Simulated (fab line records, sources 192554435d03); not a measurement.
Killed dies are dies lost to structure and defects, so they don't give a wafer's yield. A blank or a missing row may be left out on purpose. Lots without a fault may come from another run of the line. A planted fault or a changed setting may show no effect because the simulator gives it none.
Chamber matching | flow n5_finfet | N5_BEOL_M5_STRIP_36 on rie_diel-06: 4 sister chambers
The step strips in N2/H2. 20 wafers are shown with their chamber, then 10 later ones without.

WAFERS WITH THEIR CHAMBER
wafer  | chamber | drypump_motor_current_A (A) | throttle_valve_pct (%) | showerhead_plenum_p_Torr (Torr)
L074.1 | 3       | 5.9                         | 23.6                   | 2.47
L074.3 | 2       | 5.4                         | 23.8                   | 2.39
L074.4 | 0       | 5.8                         | 24.1                   | 2.60
L077.1 | 3       | 5.9                         | 23.6                   | 2.47
L077.4 | 2       | 5.5                         | 23.9                   | 2.38
L077.5 | 0       | 5.8                         | 24.1                   | 2.60
L082.2 | 3       | 5.9                         | 23.6                   | 2.47
L082.4 | 1       | 6.4                         | 24.6                   | 2.66
L082.5 | 0       | 5.8                         | 23.8                   | 2.60
L085.2 | 3       | 5.9                         | 23.7                   | 2.46
L085.3 | 2       | 5.4                         | 23.4                   | 2.70
L085.4 | 0       | 5.8                         | 23.7                   | 2.59
L089.1 | 3       | 5.9                         | 23.7                   | 2.46
L089.4 | 0       | 5.8                         | 23.8                   | 2.59
L089.5 | 0       | 5.8                         | 23.8                   | 2.59
L090.2 | 3       | 5.9                         | 23.7                   | 2.46
L090.3 | 2       | 5.4                         | 23.4                   | 2.70
L090.5 | 1       | 6.3                         | 24.6                   | 2.65
L092.2 | 1       | 6.4                         | 24.6                   | 2.65
L092.4 | 3       | 5.9                         | 23.7                   | 2.46

SIGNATURES (means of the wafers above)
reading                  | chamber 0 | chamber 1 | chamber 2 | chamber 3 | scatter within a chamber
drypump_motor_current_A  | 5.800     | 6.367     | 5.425     | 5.900     | 0.0298
throttle_valve_pct       | 23.883    | 24.600    | 23.625    | 23.657    | 0.153
showerhead_plenum_p_Torr | 2.5950    | 2.6533    | 2.5425    | 2.4643    | 0.0789
Rule: a wafer's distance from a chamber is the root of the sum, over the readings, of the square of ((its reading less the chamber's mean) divided by the reading's scatter). The wafer belongs to the nearest chamber; if the next one is less than 2 further off, it can't be placed. The scatter: the root of (the sum of the squares of (reading less its chamber's mean) over the shown wafers, divided by (wafers less chambers)).

WAFERS WITHOUT THEIR CHAMBER
wafer  | drypump_motor_current_A (A) | throttle_valve_pct (%) | showerhead_plenum_p_Torr (Torr)
L092.5 | 5.4                         | 23.5                   | 2.69
L093.3 | 5.9                         | 23.7                   | 2.46
L093.5 | 5.8                         | 23.8                   | 2.59
L093.6 | 6.3                         | 24.6                   | 2.65
L096.2 | 6.3                         | 24.6                   | 2.64
L096.4 | 5.8                         | 23.8                   | 2.58
L096.5 | 5.5                         | 23.5                   | 2.69
L097.3 | 5.9                         | 23.7                   | 2.45
L097.5 | 5.8                         | 23.8                   | 2.58
L097.6 | 6.4                         | 24.6                   | 2.64

WHICH CHAMBER EACH WENT THROUGH
wafer  | from the rows above | in truth
L092.5 | 2                   | 2
L093.3 | 3                   | 3
L093.5 | 0                   | 0
L093.6 | 1                   | 1
L096.2 | 1                   | 1
L096.4 | 0                   | 0
L096.5 | 2                   | 2
L097.3 | 3                   | 3
L097.5 | 0                   | 0
L097.6 | 1                   | 1
Placed correctly: 10 of 10. Can't be placed from these rows: 0. Placed wrongly: 0.
